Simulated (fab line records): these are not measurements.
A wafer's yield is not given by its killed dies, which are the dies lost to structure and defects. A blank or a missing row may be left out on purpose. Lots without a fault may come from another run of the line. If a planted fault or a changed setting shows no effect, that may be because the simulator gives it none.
Matching of chambers -- flow nandHarc -- NHARC_A_CHANNEL_FILL_D1_ALD_25 on aldHk-03: 4 sister chambers
The step deposits SiOx, target thk 60 nm, pulse time 10 s, ald cycles 600. 4 wafers are shown with their chamber, then 9 later ones without.

## WAFERS, EACH WITH ITS CHAMBER
wafer,chamber,heaterPowerOuterW (W)
L087.3,0,265
L090.1,3,280
L090.4,1,276
L090.6,2,257

## WAFERS MISSING THEIR CHAMBER
wafer,heaterPowerOuterW (W)
L092.4,280
L092.1,277
L092.6,286
L095.2,272
L095.3,257
L095.5,276
L096.1,257
L096.2,261
L096.4,275

## EACH ONE'S CHAMBER
wafer,from the rows above,in truth
L092.4,can't be placed: 3 or 1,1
L092.1,can't be placed: 1 or 3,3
L092.6,can't be placed: 3 or 1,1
L095.2,can't be placed: 1 or 0 or 3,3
L095.3,2,2
L095.5,can't be placed: 1 or 3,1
L096.1,2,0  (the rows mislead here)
L096.2,can't be placed: 0 or 2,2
L096.4,can't be placed: 1 or 3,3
1 of 9 placed correctly. Unplaceable from these rows: 7, with the true chamber sitting among the candidates in 7. Number placed wrongly: 1.
How it was worked out, from the rows above alone: a wafer's distance from a chamber is the root of the sum, over the readings, of the square of ((its reading less the chamber's mean) divided by the reading's scatter). The wafer belongs to the nearest chamber; if the next one is less than 2 further off, it can't be placed. For every chamber, the mean is computed from those of its wafers that are shown. The scatter: with one shown wafer a chamber, the root of the mean of the squares of how far each hidden wafer lies from its nearest shown one.
